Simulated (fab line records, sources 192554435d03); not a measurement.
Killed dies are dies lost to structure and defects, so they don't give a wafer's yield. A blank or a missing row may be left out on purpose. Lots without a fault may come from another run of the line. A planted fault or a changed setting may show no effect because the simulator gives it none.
fab line records | flow n5_finfet
record lots=24 wafers=72 last_day=17
route steps=1938 shown FIN_SAQP@128 STI_FIN_REVEAL@199 DUMMY_GATE@214 SD_EPI_N@275 SD_EPI_P@305
lots that met no fault: from a run of the same line without faults
start_h: hours from the record's first day to the start of the lot's first wafer shown | wait_h: hours since the lot's step before | " the same as in the row above | L1.1+2: a row that stands for several wafers | - no value, or no start given | * or withheld: withheld | < > ~ a bound
route shown NAME@n: a module of which the file shows steps, and the number in the route of the first | usual: mean/standard deviation of fault-free wafers | same: alike in all rows | chamber/n: place in a boat | sites: the reading at each site | _std_site: their standard deviation | _edge_site: outer sites' mean less inner sites' | radius_mm: how far each site lies from the wafer's centre | mask NAME#n: copy n | behind: the tool/chamber that last shaped the wafer | hold: why the lot was held/for how many hours/how that ended | device: the transistor (n, p or np) that didn't switch | end of line: the same wafers' tests at the end of the route | a step without rows: its recipe alone | killed: dies lost to structure and defects at the first sort, not the wafer's yield | map: a wafer's dies, x killed, . not, _ none there
set.NAME: the setting as run; set.NAME@STEP: as run at that earlier step | model.NAME: the simulator's own value behind a step, which no gauge read
steps of the route over a sample of lots; a table a step, a row a wafer
services: from which hour (start_h, from the record's first day; less than 0 if before it) a tool's chamber was out of use, for how many hours, and why
## steps
# step N5_FIN_SAQP_CD_MEAS_27
# recipe target_cd_nm=20 landing_energy_ev=1000 detector=se_inlens polarity=line
# usual cd_nm=20.37/0.23
# same landing_energy_ev=1000
# columns lot.wafer tool chamber start_h wait_h cd_nm
L074.2 cd_sem-02 0 24.70 0.1 20.65
L074.4 " 0 " " 20.21
L074.5 " 0 " " 20.68
L075.1 cd_sem-01 0 31.08 0.1 20.47
L075.3 " 0 " " 20.68
L075.6 " 0 " " 20.37
L076.1 cd_sem-01 0 37.82 0.1 20.29
L076.2 " 0 " " 20.16
L076.3 " 0 " " 20.08
L077.2 cd_sem-01 0 41.71 0.1 20.15
L077.3 " 0 " " 20.49
L077.6 " 0 " " 20.77
L078.2 cd_sem-02 0 48.05 0.1 20.07
L078.3 " 0 " " 20.56
L078.5 " 0 " " 20.54
L079.1 cd_sem-01 0 54.11 0.1 20.85
L079.4 " 0 " " 20.74
L079.6 " 0 " " 20.32
L080.2 cd_sem-03 0 60.05 0.1 20.52
L080.3 " 0 " " 20.47
L080.6 " 0 " " 20.78
L081.2 cd_sem-03 0 66.24 0.1 20.18
L081.3 " 0 " " 20.14
L081.4 " 0 " " 20.50
L082.1 cd_sem-02 0 73.44 0.1 20.49
L082.2 " 0 " " 20.14
L082.4 " 0 " " 20.32
L083.1 cd_sem-01 0 80.09 0.1 20.46
L083.3 " 0 " " 20.12
L083.6 " 0 " " 20.29
L084.1 cd_sem-01 0 84.09 0.1 20.33
L084.5 " 0 " " 20.35
L084.6 " 0 " " 20.45
L085.4 cd_sem-02 0 91.10 0.1 20.53
L085.5 " 0 " " 20.47
L085.6 " 0 " " 20.10
L086.1 cd_sem-01 0 97.84 0.1 20.84
L086.3 " 0 " " 20.15
L086.4 " 0 " " 20.10
L087.2 cd_sem-02 0 103.60 0.1 19.92
L087.5 " 0 " " 20.28
L087.6 " 0 " " 20.36
L088.1 cd_sem-02 0 107.80 0.1 20.05
L088.2 " 0 " " 20.41
L088.6 " 0 " " 20.41
L089.1 cd_sem-03 0 114.43 0.1 20.24
L089.3 " 0 " " 20.54
L089.5 " 0 " " 20.34
L090.3 cd_sem-02 0 120.71 0.1 20.15
L090.4 " 0 " " 20.50
L090.6 " 0 " " 20.41
L091.1 cd_sem-03 0 126.55 0.1 20.10
L091.3 " 0 " " 20.39
L091.5 " 0 " " 20.17
L092.1 cd_sem-01 0 133.32 0.1 20.43
L092.2 " 0 " " 20.26
L092.6 " 0 " " 20.16
L093.1 cd_sem-01 0 139.36 0.1 20.49
L093.3 " 0 " " 20.38
L093.4 " 0 " " 20.43
L094.1 cd_sem-02 0 147.07 0.1 20.61
L094.5 " 0 " " 20.89
L094.6 " 0 " " 21.07
L095.2 cd_sem-01 0 150.82 0.1 20.72
L095.3 " 0 " " 20.58
L095.5 " 0 " " 20.40
L096.1 cd_sem-01 0 155.96 0.1 20.40
L096.2 " 0 " " 20.22
L096.5 " 0 " " 19.87
L097.2 cd_sem-02 0 161.86 0.1 20.43
L097.3 " 0 " " 20.31
L097.6 " 0 " " 20.28
# step N5_STI_FIN_REVEAL_ETCH_34
# recipe chemistry=H2 mode=isotropic material=Si target=Si target_depth_a=9.7 temp_c=20 pressure_mtorr=4.5 icp_w=300 bias_w=0 h2_flow_sccm=7.5 he_flow_sccm=142.5
# usual drypump_motor_current_A=5.7/0.51 oes_product_au=1.006/0.018 throttle_valve_pct=25.7/0.55
# same bias_w=0
# columns lot.wafer tool chamber start_h wait_h drypump_motor_current_A oes_product_au rf_hours_counter_h throttle_valve_pct
L074.2 rie_si-06 0 37.67 0.2 5.1 1.021 161 26.7
L074.4 " 3 " " 5.0 0.993 105 26.3
L074.5 " 3 " " 5.0 0.987 - 26.3
L075.1 rie_si-04 1 43.09 0.2 5.7 1.007 96 26.7
L075.3 " 3 " " 6.5 1.002 9 25.2
L075.6 " 0 " " 4.8 1.045 - 25.0
L076.1 rie_si-04 2 49.38 0.2 5.6 0.992 4 25.4
L076.2 " 1 " " 5.7 0.997 96 26.7
L076.3 " 3 " " 6.5 0.989 9 25.2
L077.2 rie_si-06 2 54.88 0.1 5.8 0.972 39 25.0
L077.3 " 0 " " 5.1 1.024 162 26.7
L077.6 " 3 " " 5.0 0.994 - 26.3
L078.2 rie_si-06 0 60.07 0.1 5.1 1.011 162 26.7
L078.3 " 1 " " 5.8 1.022 90 25.6
L078.5 " 0 " " 5.1 1.011 - 26.7
L079.1 rie_si-02 1 65.77 0.2 5.8 1.009 151 26.0
L079.4 " 2 " " 5.9 1.026 85 25.9
L079.6 " 1 " " 5.8 1.010 - 26.0
L080.2 rie_si-02 2 71.91 0.1 5.9 1.014 85 25.9
L080.3 " 3 " " 5.4 1.006 99 25.9
L080.6 " 1 " " 5.8 1.008 - 26.0
L081.2 rie_si-02 3 78.33 0.1 5.4 1.005 99 25.9
L081.3 " 2 " " 5.9 1.010 85 25.9
L081.4 " 0 " " 6.5 0.992 133 25.1
L082.1 rie_si-06 0 86.30 0.2 5.1 1.019 162 26.7
L082.2 " 3 " " 5.0 0.978 106 26.3
L082.4 " 1 " " 5.8 1.021 91 25.6
L083.1 rie_si-04 0 92.59 0.2 4.8 1.043 1 25.0
L083.3 " 1 " " 5.7 1.010 97 26.7
L083.6 " 3 " " 6.5 0.988 - 25.2
L084.1 rie_si-06 2 97.93 0.2 5.8 0.981 40 25.0
L084.5 " 3 " " 5.0 0.987 - 26.3
L084.6 " 2 " " 5.7 0.987 - 25.0
L085.4 rie_si-04 2 104.46 0.1 5.6 0.998 4 25.4
L085.5 " 3 " " 6.5 0.989 - 25.2
L085.6 " 2 " " 5.6 1.003 - 25.4
L086.1 rie_si-02 3 110.95 0.2 5.4 1.006 99 25.9
L086.3 " 2 " " 5.9 1.025 86 25.9
L086.4 " 0 " " 6.5 1.006 134 25.1
L087.2 rie_si-06 2 116.18 0.1 5.8 0.978 40 25.1
L087.5 " 1 " " 5.8 1.032 - 25.6
L087.6 " 2 " " 5.8 0.979 - 25.0
L088.1 rie_si-02 3 119.83 0.2 5.4 1.009 100 25.9
L088.2 " 2 " " 5.9 1.034 86 25.9
L088.6 " 1 " " 5.8 1.017 - 26.0
L089.1 rie_si-02 1 126.24 0.2 5.8 1.013 152 26.0
L089.3 " 3 " " 5.4 1.014 100 25.9
L089.5 " 1 " " 5.8 1.014 - 26.0
L090.3 rie_si-04 2 132.73 0.1 5.7 0.993 5 25.4
L090.4 " 3 " " 6.4 0.993 10 25.2
L090.6 " 0 " " 4.8 1.022 - 25.1
L091.1 rie_si-02 2 139.76 0.2 5.9 1.017 86 25.9
L091.3 " 0 " " 6.5 0.993 134 25.1
L091.5 " 2 " " 5.9 1.019 - 25.9
L092.1 rie_si-02 3 146.52 0.2 5.4 0.996 100 25.9
L092.2 " 1 " " 5.8 1.012 152 26.0
L092.6 " 3 " " 5.4 1.004 - 25.9
L093.1 rie_si-04 3 151.64 0.2 6.5 0.998 11 25.2
L093.3 " 2 " " 5.7 1.009 5 25.4
L093.4 " 1 " " 5.8 1.012 98 26.7
L094.1 rie_si-02 0 159.06 0.2 6.5 0.997 135 25.1
L094.5 " 0 " " 6.5 0.999 - 25.1
L094.6 " 3 " " 5.4 1.006 - 25.9
L095.2 rie_si-06 1 163.11 0.2 5.8 1.040 92 25.6
L095.3 " 0 " " 5.1 1.022 164 26.7
L095.5 " 0 " " 5.2 1.015 - 26.7
L096.1 rie_si-06 1 167.65 0.2 5.8 1.022 92 25.6
L096.2 " 3 " " 5.0 0.982 107 26.3
L096.5 " 1 " " 5.8 1.034 - 25.6
L097.2 rie_si-04 1 175.56 0.1 5.6 0.996 98 26.7
L097.3 " 0 " " 4.9 1.036 3 25.1
L097.6 " 3 " " 6.5 0.983 - 25.2
# step N5_DUMMY_GATE_ALD_02
# recipe material=SiO2 target_thk_a=20 temp_c=300 ald_precursor_family=BDEAS ald_co_reactant=O2-plasma pulse_time_s=1 pressure_torr=2
# usual heater_power_w=484/63 precursor_pulse_height_rel=0.998/0.019
# columns lot.wafer tool chamber start_h wait_h heater_power_w precursor_pulse_height_rel
L074.2 ald_sin-01 3 38.47 0.0 500 0.987
L074.4 " 2 " " 401 1.024
L074.5 " 1 " " 461 0.996
L075.1 ald_sin-01 1 43.89 0.0 466 0.971
L075.3 " 0 " " 444 1.025
L075.6 " 0 " " 470 1.009
L076.1 ald_sin-01 3 50.29 0.1 498 0.983
L076.2 " 2 " " 402 0.977
L076.3 " 0 " " 464 1.002
L077.2 ald_sin-02 3 56.02 0.3 594 1.022
L077.3 " 1 " " 464 1.008
L077.6 " 3 " " 604 1.049
L078.2 ald_sin-04 1 60.89 0.0 602 0.936
L078.3 " 0 " " 484 0.986
L078.5 " 2 " " 375 0.981
L079.1 ald_sin-04 1 66.92 0.3 599 0.996
L079.4 " 2 " " 377 0.971
L079.6 " 0 " " 494 1.012
L080.2 ald_sin-04 3 73.21 0.5 505 1.004
L080.3 " 0 " " 492 0.973
L080.6 " 0 " " 492 1.013
L081.2 ald_sin-01 0 79.13 0.0 463 0.996
L081.3 " 3 " " 484 1.019
L081.4 " 1 " " 477 0.997
L082.1 ald_sin-02 3 87.15 0.0 608 0.981
L082.2 " 0 " " 502 0.967
L082.4 " 1 " " 453 1.009
L083.1 ald_sin-04 2 93.52 0.2 383 1.027
L083.3 " 1 " " 618 1.016
L083.6 " 1 " " 594 1.034
L084.1 ald_sin-01 2 98.76 0.1 396 1.008
L084.5 " 0 " " 479 1.010
L084.6 " 1 " " 477 0.975
L085.4 ald_sin-04 1 105.26 0.0 625 0.996
L085.5 " 0 " " 482 0.992
L085.6 " 3 " " 501 0.975
L086.1 ald_sin-01 0 112.20 0.4 461 1.017
L086.3 " 3 " " 496 1.033
L086.4 " 2 " " 411 1.002
L087.2 ald_sin-04 0 117.04 0.1 491 0.976
L087.5 " 1 " " 615 0.999
L087.6 " 2 " " 386 0.978
L088.1 ald_sin-01 1 120.64 0.0 480 0.985
L088.2 " 2 " " 397 1.029
L088.6 " 3 " " 499 1.002
L089.1 ald_sin-01 3 127.54 0.5 491 0.998
L089.3 " 1 " " 485 0.973
L089.5 " 2 " " 410 1.018
L090.3 ald_sin-02 0 133.52 0.0 502 0.991
L090.4 " 2 " " 519 1.014
L090.6 " 0 " " 510 0.961
L091.1 ald_sin-01 3 140.59 0.0 486 0.994
L091.3 " 1 " " 470 1.013
L091.5 " 3 " " 493 0.956
L092.1 ald_sin-01 1 147.91 0.6 474 1.018
L092.2 " 0 " " 464 0.991
L092.6 " 0 " " 452 1.020
L093.1 ald_sin-01 3 152.72 0.3 486 1.010
L093.3 " 1 " " 472 1.030
L093.4 " 0 " " 475 0.986
L094.1 ald_sin-04 2 159.90 0.1 385 0.992
L094.5 " 0 " " 494 0.978
L094.6 " 3 " " 495 0.995
L095.2 ald_sin-04 0 163.94 0.0 489 1.001
L095.3 " 1 " " 619 1.001
L095.5 " 2 " " 382 0.987
L096.1 ald_sin-04 1 168.56 0.2 620 0.975
L096.2 " 2 " " 378 0.989
L096.5 " 3 " " 500 1.007
L097.2 ald_sin-02 1 176.34 0.0 472 1.003
L097.3 " 2 " " 504 0.995
L097.6 " 3 " " 611 1.029
# step N5_DUMMY_GATE_HM_OPEN_21
# recipe chemistry=CH3F/O2 target=SiNx target_depth_a=1200 Ar_flow_sccm=150 CH3F_flow_sccm=30 O2_flow_sccm=23 time_s=171.4 pressure_mtorr=30 source_w=395 bias_w=73 ion_energy_ev=120.7
# usual bias_w=72.99/0.23 drypump_motor_current_A=5.7/0.34 oes_product_au=0.82/0.087 rf_vpp_V=299/4.1 showerhead_plenum_p_Torr=2.03/0.077 throttle_valve_pct=16.38/0.22
# columns lot.wafer tool chamber start_h wait_h bias_w drypump_motor_current_A oes_product_au rf_hours_counter_h rf_vpp_V showerhead_plenum_p_Torr throttle_valve_pct
L074.2 rie_diel-04 0 47.51 0.0 72.86 5.6 0.69 225 302 1.98 16.45
L074.4 " 1 " " 73.14 5.5 0.74 168 302 2.02 16.50
L074.5 " 2 " " 73.28 5.4 0.88 - 296 1.96 16.43
L075.1 rie_diel-06 2 54.72 0.0 73.33 6.0 0.87 44 303 2.14 16.19
L075.3 " 3 " " 72.31 5.6 0.79 125 308 2.10 16.30
L075.6 " 3 " " 73.01 5.6 0.79 - 306 2.10 16.31
L076.1 rie_diel-02 2 59.43 0.0 72.99 6.5 0.85 41 294 1.96 16.66
L076.2 " 1 " " 73.06 5.6 0.97 9 294 2.16 16.06
L076.3 " 0 " " 73.05 5.1 0.79 123 301 2.14 16.73
L077.2 rie_diel-02 2 67.08 0.0 72.80 6.5 0.84 44 296 1.96 16.65
L077.3 " 0 " " 73.04 5.1 0.78 125 301 2.14 16.74
L077.6 " 2 " " 73.27 6.5 0.85 - 295 1.96 16.65
L078.2 rie_diel-02 1 70.05 0.0 72.92 5.6 0.96 12 295 2.16 16.06
L078.3 " 3 " " 73.51 5.9 0.89 36 299 2.16 15.98
L078.5 " 1 " " 72.72 5.6 0.97 - 294 2.15 16.08
L079.1 rie_diel-06 1 75.98 0.0 72.54 6.2 0.91 19 295 1.98 16.08
L079.4 " 0 " " 72.63 5.6 0.74 167 297 1.93 16.50
L079.6 " 2 " " 72.98 6.0 0.87 - 302 2.14 16.21
L080.2 rie_diel-04 1 82.51 0.0 72.96 5.5 0.72 175 304 2.02 16.52
L080.3 " 2 " " 72.93 5.3 0.86 63 296 1.96 16.46
L080.6 " 2 " " 73.04 5.3 0.85 - 295 1.96 16.46
L081.2 rie_diel-04 0 88.30 0.0 73.08 5.6 0.68 242 301 1.98 16.48
L081.3 " 2 " " 73.16 5.4 0.86 65 294 1.96 16.47
L081.4 " 0 " " 73.02 5.7 0.68 - 302 1.98 16.48
L082.1 rie_diel-04 1 96.29 0.0 72.45 5.5 0.72 180 303 2.02 16.54
L082.2 " 0 " " 73.00 5.7 0.68 245 303 1.98 16.49
L082.4 " 1 " " 72.73 5.6 0.73 - 302 2.02 16.51
L083.1 rie_diel-04 1 102.65 0.0 72.74 5.6 0.72 184 303 2.02 16.52
L083.3 " 0 " " 73.05 5.6 0.68 248 304 1.98 16.49
L083.6 " 0 " " 72.84 5.6 0.68 - 304 1.98 16.49
L084.1 rie_diel-06 1 109.66 0.0 73.12 6.2 0.89 28 294 1.98 16.07
L084.5 " 0 " " 72.89 5.6 0.73 - 297 1.93 16.53
L084.6 " 1 " " 73.06 6.2 0.90 - 293 1.98 16.10
L085.4 rie_diel-06 2 114.32 0.0 73.16 6.0 0.84 60 303 2.14 16.22
L085.5 " 1 " " 72.72 6.2 0.89 - 294 1.98 16.09
L085.6 " 0 " " 73.38 5.6 0.73 - 297 1.93 16.53
L086.1 rie_diel-06 1 121.22 0.0 72.98 6.2 0.88 32 295 1.98 16.10
L086.3 " 2 " " 72.85 6.0 0.84 63 303 2.14 16.22
L086.4 " 3 " " 73.24 5.6 0.77 144 305 2.10 16.33
L087.2 rie_diel-04 1 126.18 0.0 72.78 5.5 0.71 193 303 2.01 16.54
L087.5 " 2 " " 73.09 5.3 0.84 - 295 1.96 16.48
L087.6 " 1 " " 72.97 5.6 0.71 - 303 2.01 16.56
L088.1 rie_diel-04 3 130.20 0.0 73.24 6.0 0.93 12 293 2.06 16.42
L088.2 " 1 " " 73.39 5.5 0.71 195 302 2.01 16.55
L088.6 " 1 " " 73.37 5.5 0.71 - 302 2.01 16.56
L089.1 rie_diel-04 1 136.57 0.0 73.39 5.6 0.71 197 302 2.01 16.56
L089.3 " 0 " " 73.20 5.7 0.99 0 301 1.97 16.04
L089.5 " 1 " " 73.20 5.5 0.70 - 304 2.01 16.54
L090.3 rie_diel-06 0 142.69 0.0 72.92 5.6 0.72 186 297 1.92 16.54
L090.4 " 1 " " 72.91 6.2 0.87 38 296 1.98 16.12
L090.6 " 2 " " 73.10 6.0 0.84 - 303 2.13 16.23
L091.1 rie_diel-06 1 149.64 0.0 72.86 6.2 0.88 41 294 1.98 16.12
L091.3 " 3 " " 72.98 5.6 0.77 151 305 2.09 16.35
L091.5 " 1 " " 73.07 6.2 0.88 - 294 1.98 16.11
L092.1 rie_diel-04 1 156.95 0.0 72.83 5.6 0.71 204 303 2.01 16.57
L092.2 " 3 " " 72.78 6.0 0.92 17 293 2.06 16.43
L092.6 " 3 " " 72.85 6.0 0.92 - 294 2.06 16.45
L093.1 rie_diel-02 0 161.75 0.0 73.05 5.1 0.77 151 301 2.13 16.78
L093.3 " 2 " " 72.98 6.5 0.80 75 294 1.95 16.71
L093.4 " 1 " " 72.85 5.6 0.90 39 293 2.15 16.14
L094.1 rie_diel-04 0 169.06 0.0 73.33 5.6 0.94 10 302 1.97 16.06
L094.5 " 1 " " 73.12 5.5 0.70 - 304 2.01 16.57
L094.6 " 0 " " 73.07 5.6 0.93 - 301 1.97 16.08
L095.2 rie_diel-02 2 172.97 0.0 73.15 6.5 0.80 77 294 1.95 16.73
L095.3 " 0 " " 72.79 5.1 0.76 154 301 2.13 16.78
L095.5 " 3 " " 73.46 5.8 0.83 - 297 2.15 16.03
L096.1 rie_diel-06 2 177.62 0.0 72.97 6.0 0.83 81 300 2.13 16.24
L096.2 " 0 " " 72.59 5.6 0.71 197 297 1.92 16.59
L096.5 " 0 " " 72.72 5.6 0.72 - 296 1.92 16.57
L097.2 rie_diel-04 1 185.77 0.0 72.62 5.5 0.71 212 303 2.01 16.57
L097.3 " 2 " " 72.69 5.3 0.82 94 296 1.95 16.53
L097.6 " 0 " " 72.79 5.6 0.93 - 301 1.97 16.07
# step N5_SD_EPI_N_ETCH_35
# recipe chemistry=N2/H2 target=SOC overetch_a=1080 mask_material=SiARC temp_c=40 ion_energy_ev=100 source_w=3000 bias_w=133 pressure_mtorr=20 time_s=486 n2_flow_sccm=200 h2_flow_sccm=200
# usual bias_w=133.0/0.4 drypump_motor_current_A=5.6/0.41 oes_product_au=0.72/0.072 rf_vpp_V=240.7/1.4 showerhead_plenum_p_Torr=2.54/0.082 throttle_valve_pct=23.8/0.36
# columns lot.wafer tool chamber start_h wait_h bias_w drypump_motor_current_A oes_product_au rf_hours_counter_h rf_vpp_V showerhead_plenum_p_Torr throttle_valve_pct
L074.2 rie_diel-05 0 49.34 0.0 133.2 5.5 0.79 22 243.2 2.69 23.2
L074.4 " 1 " " 132.5 5.5 0.69 - 242.2 2.53 24.0
L074.5 " 3 " " 133.7 5.6 0.69 - 240.7 2.55 23.9
L075.1 rie_diel-01 3 56.90 0.0 132.5 5.2 0.84 5 240.9 2.49 23.6
L075.3 " 2 " " 132.8 5.8 0.66 178 239.3 2.54 24.5
L075.6 " 2 " " 133.2 5.8 0.66 - 240.4 2.54 24.5
L076.1 rie_diel-03 3 61.58 0.0 132.7 5.7 0.78 54 242.2 2.70 24.0
L076.2 " 1 " " 133.0 6.7 0.62 246 239.0 2.49 23.9
L076.3 " 0 " " 132.8 5.5 0.63 208 239.5 2.41 23.8
L077.2 rie_diel-05 0 69.05 0.0 132.6 5.5 0.78 33 241.4 2.69 23.2
L077.3 " 3 " " 133.4 5.6 0.68 151 241.3 2.54 23.9
L077.6 " 3 " " 133.0 5.5 0.67 - 240.6 2.54 23.9
L078.2 rie_diel-01 0 73.62 0.0 132.8 5.1 0.78 28 240.1 2.48 23.3
L078.3 " 3 " " 132.4 5.2 0.82 11 240.2 2.49 23.6
L078.5 " 0 " " 133.5 5.1 0.78 - 239.6 2.48 23.2
L079.1 rie_diel-05 3 78.99 0.1 132.5 5.6 0.68 155 239.7 2.54 23.9
L079.4 " 3 " " 132.8 5.6 0.67 - 241.2 2.54 23.9
L079.6 " 3 " " 133.5 5.6 0.67 - 240.8 2.54 23.9
L080.2 rie_diel-05 3 84.83 0.0 133.6 5.6 0.67 158 240.9 2.54 23.9
L080.3 " 0 " " 133.1 5.5 0.77 36 242.9 2.68 23.2
L080.6 " 1 " " 133.8 5.5 0.68 - 241.3 2.53 24.0
L081.2 rie_diel-05 2 91.71 0.0 132.6 6.1 0.64 193 242.0 2.64 24.0
L081.3 " 3 " " 132.8 5.6 0.68 161 240.2 2.54 23.9
L081.4 " 0 " " 132.6 5.5 0.77 39 244.0 2.68 23.2
L082.1 rie_diel-01 2 98.84 0.0 134.1 5.8 0.65 195 240.7 2.54 24.5
L082.2 " 3 " " 133.5 5.2 0.80 21 241.9 2.48 23.6
L082.4 " 0 " " 133.1 5.1 0.77 - 239.8 2.48 23.3
L083.1 rie_diel-01 2 104.51 0.0 133.4 5.7 0.64 197 241.3 2.54 24.5
L083.3 " 0 " " 132.9 5.1 0.76 40 239.7 2.48 23.3
L083.6 " 0 " " 133.1 5.1 0.77 - 239.5 2.48 23.3
L084.1 rie_diel-03 3 111.75 0.0 133.5 5.6 0.76 76 242.7 2.69 24.0
L084.5 " 2 " " 133.3 5.9 0.81 - 240.6 2.48 23.7
L084.6 " 1 " " 132.6 6.8 0.86 - 240.0 2.48 23.6
L085.4 rie_diel-03 3 116.02 0.0 133.0 5.6 0.76 77 243.4 2.69 24.0
L085.5 " 2 " " 132.9 5.9 0.81 - 239.8 2.48 23.7
L085.6 " 1 " " 132.4 6.7 0.85 - 239.4 2.48 23.6
L086.1 rie_diel-03 2 123.24 0.0 133.4 5.9 0.81 17 239.7 2.48 23.7
L086.3 " 3 " " 132.2 5.6 0.75 80 242.6 2.69 24.0
L086.4 " 0 " " 132.6 5.5 0.62 234 238.0 2.40 23.8
L087.2 rie_diel-01 3 128.16 0.0 133.4 5.2 0.78 33 238.9 2.48 23.7
L087.5 " 2 " " 132.7 5.8 0.65 - 240.3 2.53 24.5
L087.6 " 3 " " 132.6 5.2 0.78 - 240.8 2.48 23.7
L088.1 rie_diel-05 1 132.41 0.0 133.1 5.5 0.67 180 240.0 2.52 24.0
L088.2 " 2 " " 132.9 6.2 0.63 207 242.1 2.64 24.1
L088.6 " 0 " " 133.2 5.6 0.75 - 241.9 2.68 23.3
L089.1 rie_diel-01 2 138.59 0.0 132.4 5.8 0.64 212 239.5 2.53 24.5
L089.3 " 0 " " 133.0 5.1 0.75 55 239.2 2.47 23.3
L089.5 " 2 " " 132.2 5.8 0.64 - 237.9 2.53 24.5
L090.3 rie_diel-05 3 145.27 0.0 132.6 5.6 0.65 181 242.2 2.53 24.0
L090.4 " 1 " " 132.4 5.5 0.67 186 239.8 2.51 24.0
L090.6 " 1 " " 132.5 5.5 0.67 - 242.5 2.51 24.0
L091.1 rie_diel-03 1 151.52 0.0 132.8 6.7 0.84 14 242.4 2.48 23.6
L091.3 " 2 " " 132.5 5.9 0.80 22 240.1 2.48 23.7
L091.5 " 3 " " 132.5 5.7 0.75 - 242.2 2.68 24.0
L092.1 rie_diel-01 0 158.78 0.0 132.6 5.1 0.73 65 239.9 2.47 23.3
L092.2 " 2 " " 132.8 5.8 0.63 221 241.1 2.52 24.5
L092.6 " 0 " " 132.4 5.1 0.74 - 240.4 2.47 23.3
L093.1 rie_diel-05 0 163.45 0.0 132.9 5.6 0.73 62 241.7 2.67 23.3
L093.3 " 2 " " 133.7 6.2 0.63 221 240.3 2.63 24.1
L093.4 " 3 " " 133.4 5.6 0.65 188 240.0 2.53 24.0
L094.1 rie_diel-01 2 170.91 0.0 132.9 5.8 0.63 225 240.8 2.52 24.5
L094.5 " 0 " " 132.7 5.1 0.73 - 238.7 2.47 23.3
L094.6 " 3 " " 133.5 5.2 0.76 - 238.3 2.47 23.7
L095.2 rie_diel-05 0 174.97 0.0 133.3 5.5 0.73 65 243.5 2.67 23.3
L095.3 " 1 " " 133.3 5.5 0.66 197 240.1 2.51 24.0
L095.5 " 2 " " 133.7 6.2 0.62 - 241.6 2.63 24.1
L096.1 rie_diel-05 2 180.51 0.0 133.4 6.3 0.63 226 241.1 2.63 24.1
L096.2 " 0 " " 133.2 5.5 0.74 67 243.8 2.67 23.3
L096.5 " 0 " " 132.8 5.5 0.73 - 243.4 2.67 23.3
L097.2 rie_diel-03 2 189.85 0.0 132.9 5.9 0.77 37 238.8 2.47 23.7
L097.3 " 1 " " 133.0 6.7 0.81 29 239.8 2.47 23.6
L097.6 " 3 " " 132.7 5.6 0.73 - 241.4 2.68 24.0
# step N5_SD_EPI_P_INSPECT_11
# recipe mode=adi inspect_instrument=macro
# usual raw_defect_count=2.2/1.4
# columns lot.wafer tool chamber start_h wait_h raw_defect_count
L074.2 defect_inspect-02 - 53.96 0.0 1
L074.4 " - " " 1
L074.5 " - " " 0
L075.1 defect_inspect-02 - 61.24 0.0 0
L075.3 " - " " 2
L075.6 " - " " 2
L076.1 defect_inspect-01 - 66.66 0.0 1
L076.2 " - " " 4
L076.3 " - " " 4
L077.2 defect_inspect-01 - 73.99 0.0 2
L077.3 " - " " 4
L077.6 " - " " 2
L078.2 defect_inspect-01 - 77.87 0.0 2
L078.3 " - " " 1
L078.5 " - " " 1
L079.1 defect_inspect-02 - 83.77 0.0 0
L079.4 " - " " 1
L079.6 " - " " 2
L080.2 defect_inspect-02 - 89.14 0.0 2
L080.3 " - " " 2
L080.6 " - " " 2
L081.2 defect_inspect-01 - 97.42 0.0 4
L081.3 " - " " 2
L081.4 " - " " 3
L082.1 defect_inspect-02 - 103.04 0.0 3
L082.2 " - " " 3
L082.4 " - " " 1
L083.1 defect_inspect-02 - 109.59 0.0 1
L083.3 " - " " 4
L083.6 " - " " 4
L084.1 defect_inspect-01 - 116.85 0.0 1
L084.5 " - " " 4
L084.6 " - " " 0
L085.4 defect_inspect-01 - 121.15 0.0 4
L085.5 " - " " 4
L085.6 " - " " 0
L086.1 defect_inspect-02 - 128.52 0.0 1
L086.3 " - " " 3
L086.4 " - " " 1
L087.2 defect_inspect-02 - 132.54 0.0 5
L087.5 " - " " 2
L087.6 " - " " 2
L088.1 defect_inspect-01 - 137.19 0.0 3
L088.2 " - " " 2
L088.6 " - " " 0
L089.1 defect_inspect-02 - 142.94 0.0 4
L089.3 " - " " 0
L089.5 " - " " 1
L090.3 defect_inspect-02 - 150.32 0.0 1
L090.4 " - " " 5
L090.6 " - " " 4
L091.1 defect_inspect-02 - 156.57 0.0 3
L091.3 " - " " 3
L091.5 " - " " 4
L092.1 defect_inspect-01 - 163.88 0.0 1
L092.2 " - " " 4
L092.6 " - " " 3
L093.1 defect_inspect-01 - 168.37 0.0 1
L093.3 " - " " 4
L093.4 " - " " 1
L094.1 defect_inspect-01 - 175.95 0.0 0
L094.5 " - " " 3
L094.6 " - " " 2
L095.2 defect_inspect-02 - 180.82 0.0 1
L095.3 " - " " 0
L095.5 " - " " 3
L096.1 defect_inspect-01 - 184.82 0.0 3
L096.2 " - " " 4
L096.5 " - " " 6
L097.2 defect_inspect-02 - 194.17 0.0 0
L097.3 " - " " 3
L097.6 " - " " 4
## services
# columns tool chamber start_h hours kind
rie_diel-05 - 17.63 15.6 pm
ald_sin-01 - 25.13 0.7 repair
rie_diel-04 - 41.41 0.5 repair
rie_diel-04 3 42.13 4.5 repair
rie_si-06 3 43.56 2.7 repair
rie_diel-04 1 53.27 13.5 repair
ald_sin-01 2 54.48 36.2 repair
ald_sin-04 3 56.58 13.4 repair
rie_si-06 3 63.20 9.4 repair
ald_sin-01 3 63.34 11.1 repair
rie_diel-05 0 77.23 7.1 repair
rie_diel-01 1 94.09 2.9 repair
rie_diel-04 2 97.38 9.7 repair
rie_si-06 2 119.39 14.2 repair
ald_sin-01 2 121.58 1.6 repair
rie_diel-05 0 122.16 10.0 repair
rie_si-02 1 129.06 2.3 repair
rie_si-06 - 131.07 2.8 pm
rie_diel-04 3 146.43 9.5 repair
ald_sin-01 0 155.56 9.1 repair
ald_sin-01 - 176.91 14.0 pm
rie_diel-01 - 178.16 0.7 repair
rie_diel-06 1 181.26 7.0 repair
rie_diel-06 2 187.71 4.6 repair
## key
fault none
